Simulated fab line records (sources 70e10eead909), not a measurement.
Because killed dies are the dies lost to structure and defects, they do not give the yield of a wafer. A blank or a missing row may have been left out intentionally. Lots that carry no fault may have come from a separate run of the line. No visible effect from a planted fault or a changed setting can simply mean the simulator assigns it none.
Which tool did it? ; flow nand_harc ; 11 lots, 33 wafers sampled, at 5 steps of a route of 1302

## WHAT EACH GAUGE READ, for each wafer
NHARC_END_SORT_01.
lot;measured;on;killed_at_array;killed_at_other;killed_at_periphery;killed_dies;killed_open;killed_short
L507;day 24 20:22;prober-02;23 26 20;0 1 0;3 5 6;26 32 26;2 8 1;2 1 2
L509;day 25 04:14;prober-01;72 100 68;0 1 0;4 2 0;76 103 68;6 8 2;1 3 3
L510;day 26 13:32;prober-01;35 29 32;0 1 0;4 4 4;39 34 36;6 4 8;1 1 1
L514;day 27 09:52;prober-02;41 48 39;1 0 0;4 5 5;46 53 44;3 5 2;2 2 3
L523;day 31 12:55;prober-01;674 671 673;2 2 1;1 4 3;677 677 677;3 4 5;0 2 4
L524;day 31 12:59;prober-02;675 673 675;0 1 1;2 3 1;677 677 677;5 0 2;1 2 0
L525;day 31 20:47;prober-02;62 66 85;0 0 0;6 2 2;68 68 87;5 2 4;2 5 4
L526;day 32 21:18;prober-01;44 53 50;0 0 0;1 3 3;45 56 53;2 4 3;2 2 1
L529;day 33 03:28;prober-01;57 42 33;0 0 0;3 4 3;60 46 36;2 3 4;3 5 0
L527;day 32 21:48;prober-02;41 54 51;0 1 2;1 1 2;42 56 55;3 5 7;0 1 1
L530;day 34 12:29;prober-01;47 64 57;0 0 0;3 0 5;50 64 62;1 3 7;1 1 1

## TOOL THAT RAN EACH LOT (tool first, then ch and the chambers of the sampled wafers, then the start)
lot;NHARC_A_STAIRCASE_HM_OPEN_460;NHARC_A_STAIRCASE_ETCH_452;NHARC_A_STAIRCASE_HM_OPEN_463;NHARC_A_STAIRCASE_DEP_417
L507;rie_diel-12 ch 0,3, day 17 08:39 or earlier;rie_diel-12 ch 1,2,3, day 17 08:39 or earlier;rie_diel-13 ch 0,2,3, day 17 08:39 or earlier;pecvd-04 ch 0,1,2, day 17 08:39
L509;rie_diel-12 ch 1,3, day 18 01:34 or earlier;rie_diel-12 ch 0,1, day 18 01:34 or earlier;rie_diel-02 ch 0,2, day 18 01:34 or earlier;pecvd-01 ch 0,2, day 18 01:34
L510;rie_diel-02 ch 0,2,3, day 19 00:05 or earlier;rie_diel-02 ch 0,2,3, day 19 00:05 or earlier;rie_diel-12 ch 2,3, day 19 00:05 or earlier;pecvd-02 ch 0,1, day 19 00:05
L514;rie_diel-02 ch 0,1,2, day 20 01:19 or earlier;rie_diel-02 ch 1,2, day 20 01:19 or earlier;rie_diel-13 ch 1,2, day 20 01:19 or earlier;pecvd-02 ch 0,2, day 20 01:19
L523;rie_diel-13 ch 1,3, day 23 22:40 or earlier;rie_diel-13 ch 1,2, day 23 22:40 or earlier;rie_diel-02 ch 0,3, day 23 22:40 or earlier;pecvd-04 ch 0,1,2, day 23 22:40
L524;rie_diel-02 ch 0,1,2, day 24 01:16 or earlier;rie_diel-02 ch 0,1,3, day 24 01:16 or earlier;rie_diel-12 ch 0,1,3, day 24 01:16 or earlier;pecvd-02 ch 1,2, day 24 01:16
L525;rie_diel-13 ch 1,2, day 24 13:44 or earlier;rie_diel-13 ch 0,3, day 24 13:44 or earlier;rie_diel-12 ch 0,1,2, day 24 13:44 or earlier;pecvd-04 ch 0,1,2, day 24 13:44
L526;rie_diel-12 ch 1,3, day 25 04:57 or earlier;rie_diel-12 ch 0,2,3, day 25 04:57 or earlier;rie_diel-12 ch 0,2,3, day 25 04:57 or earlier;pecvd-02 ch 0,1,2, day 25 04:57
L529;rie_diel-13 ch 2,3, day 25 18:38 or earlier;rie_diel-13 ch 1,2,3, day 25 18:38 or earlier;rie_diel-13 ch 0,2,3, day 25 18:38 or earlier;pecvd-01 ch 0,2, day 25 18:38
L527;rie_diel-12 ch 0,1,3, day 25 21:39 or earlier;rie_diel-12 ch 0,1,2, day 25 21:39 or earlier;rie_diel-12 ch 0,1,3, day 25 21:39 or earlier;pecvd-04 ch 1,2, day 25 21:39
L530;rie_diel-12 ch 0,3, day 26 18:54 or earlier;rie_diel-12 ch 0,3, day 26 18:54 or earlier;rie_diel-02 ch 0,1,3, day 26 18:54 or earlier;pecvd-04 ch 0,1,2, day 26 18:54
- NHARC_A_STAIRCASE_HM_OPEN_460: chemistry O2/COS.
- NHARC_A_STAIRCASE_ETCH_452: etches the open film in CF4/O2, target depth 30 nm, overetch 3 nm, time 16.5 s.
- NHARC_A_STAIRCASE_HM_OPEN_463: chemistry O2/COS.
- NHARC_A_STAIRCASE_DEP_417: deposits Si3N4, target thk 60 nm.

## AS READ BY THE TOOLS THEMSELVES (means over the sampled wafers that have a number; for cases with no such wafer, the mark the record gives instead)
NHARC_A_STAIRCASE_HM_OPEN_460.
lot;tool;chamber_pressure_mTorr (mTorr);drypump_motor_current_A (A);mfc_ar_sccm (sccm);oes_product_au (a.u.);rf_vpp_V (V);showerhead_plenum_p_Torr (Torr);throttle_valve_pct (%)
L507;rie_diel-12;20.008;5.4;0.0015;1.000;468;3.13;28.340
L509;rie_diel-12;20.016;6.3;0.0008;1.015;468;3.13;28.328
L510;rie_diel-02;20.013;6.1;0.0012;0.994;466;3.14;28.336
L514;rie_diel-02;20.017;5.8;0.0012;0.989;470;3.25;28.333
L523;rie_diel-13;20.005;5.7;0.0041;1.002;467;3.11;28.323
L524;rie_diel-02;19.995;5.8;0.0012;1.001;470;3.24;28.334
L525;rie_diel-13;20.010;6.0;0.0000;1.006;463;2.92;28.337
L526;rie_diel-12;19.998;6.0;0.0015;0.992;468;3.15;28.325
L529;rie_diel-13;20.016;5.4;0.0041;1.005;467;3.12;28.331
L527;rie_diel-12;19.987;5.7;0.0008;1.005;466;3.05;28.322
L530;rie_diel-12;20.019;5.4;0.0015;0.996;466;3.09;28.332

NHARC_A_STAIRCASE_ETCH_452.
lot;tool;chamber_pressure_mTorr (mTorr);drypump_motor_current_A (A);mfc_ar_sccm (sccm);oes_product_au (a.u.);rf_vpp_V (V);showerhead_plenum_p_Torr (Torr);throttle_valve_pct (%)
L507;rie_diel-12;30.006;5.8;0.0008;1.000;197.9;1.31;13.396
L509;rie_diel-12;29.994;5.9;0.0000;1.012;196.7;1.30;13.405
L510;rie_diel-02;29.990;6.1;0.0012;1.004;198.7;1.34;13.401
L514;rie_diel-02;29.977;6.0;0.0000;0.999;198.8;1.35;13.387
L523;rie_diel-13;29.972;5.6;0.0000;0.994;196.5;1.25;13.402
L524;rie_diel-02;30.003;5.6;0.0012;0.993;198.8;1.38;13.398
L525;rie_diel-13;30.012;5.7;0.0048;0.998;197.9;1.35;13.391
L526;rie_diel-12;29.991;5.2;0.0008;0.999;198.4;1.35;13.400
L529;rie_diel-13;29.997;5.7;0.0021;1.006;197.2;1.29;13.396
L527;rie_diel-12;29.973;5.5;0.0000;0.993;197.4;1.33;13.393
L530;rie_diel-12;29.972;5.2;0.0008;1.004;196.2;1.28;13.400

NHARC_A_STAIRCASE_HM_OPEN_463.
lot;tool;chamber_pressure_mTorr (mTorr);drypump_motor_current_A (A);mfc_ar_sccm (sccm);oes_product_au (a.u.);rf_vpp_V (V);showerhead_plenum_p_Torr (Torr);throttle_valve_pct (%)
L507;rie_diel-13;20.019;5.6;0.0027;1.012;467;3.10;28.328
L509;rie_diel-02;20.007;6.1;0.0025;0.999;469;3.25;28.334
L510;rie_diel-12;20.001;5.3;0.0008;1.008;465;3.00;28.322
L514;rie_diel-13;19.993;6.0;0.0000;0.999;463;2.94;28.329
L523;rie_diel-02;20.017;5.8;0.0025;1.004;469;3.21;28.330
L524;rie_diel-12;19.989;5.7;0.0008;0.997;465;3.05;28.333
L525;rie_diel-12;19.980;5.5;0.0000;1.009;467;3.11;28.329
L526;rie_diel-12;20.014;5.2;0.0008;1.004;467;3.15;28.332
L529;rie_diel-13;20.006;5.6;0.0027;1.007;466;3.08;28.330
L527;rie_diel-12;20.009;5.7;0.0008;0.995;466;3.05;28.329
L530;rie_diel-02;19.993;5.6;0.0012;0.998;469;3.21;28.325

NHARC_A_STAIRCASE_DEP_417.
lot;tool;heater_power_outer_w (W);heater_power_w (W)
L507;pecvd-04;416;710
L509;pecvd-01;394;666
L510;pecvd-02;352;630
L514;pecvd-02;320;562
L523;pecvd-04;-;-
L524;pecvd-02;-;-
L525;pecvd-04;427;732
L526;pecvd-02;375;647
L529;pecvd-01;362;625
L527;pecvd-04;418;716
L530;pecvd-04;416;719

## THE ANSWER, worked out from the rows above alone
Rule: the usual values come from the lots themselves. Put in order of their means at a reading, lots are off if they are a third of the lots or fewer, leave a main group of 4 or more, and stand apart from it by a gap of 3 or more times the standard deviation of the main group's means; of several such gaps the widest counts. If all means in a main group match to the digits the tables above print for the reading, that group is not used. Also off: a lot with no number at a reading for which 4 or more lots have one. Where the step has rows for the other lots, those lots are counted as sound. The gauges are gone through in route order, then the tools' own readings, and for those a lot's mean is taken as printed above. At the first step where some lot is off, the reading lying furthest off is the one used; lots without a number count as furthest.
Off: L523, L524, at NHARC_END_SORT_01 (killed_dies). For the main group the mean is 53 and the standard deviation 16.
A tool fits if, at a process step before that reading, it ran every lot that is off, and no sound lot after the first of them. The gauges at NHARC_END_SORT_01 aren't tried: what is off there is off at NHARC_A_STAIRCASE_DEP_417 too, on other tools, and a gauge's error can't cause that. With no start given for some of its lots, NHARC_A_STAIRCASE_HM_OPEN_460 uses the hours and lot order of NHARC_A_STAIRCASE_DEP_417. With no start given for some of its lots, NHARC_A_STAIRCASE_ETCH_452 uses the hours and lot order of NHARC_A_STAIRCASE_DEP_417. With no start given for some of its lots, NHARC_A_STAIRCASE_HM_OPEN_463 uses the hours and lot order of NHARC_A_STAIRCASE_DEP_417. Of those tried, none fits.

## WHAT WAS PUT IN BY THE SIMULATOR
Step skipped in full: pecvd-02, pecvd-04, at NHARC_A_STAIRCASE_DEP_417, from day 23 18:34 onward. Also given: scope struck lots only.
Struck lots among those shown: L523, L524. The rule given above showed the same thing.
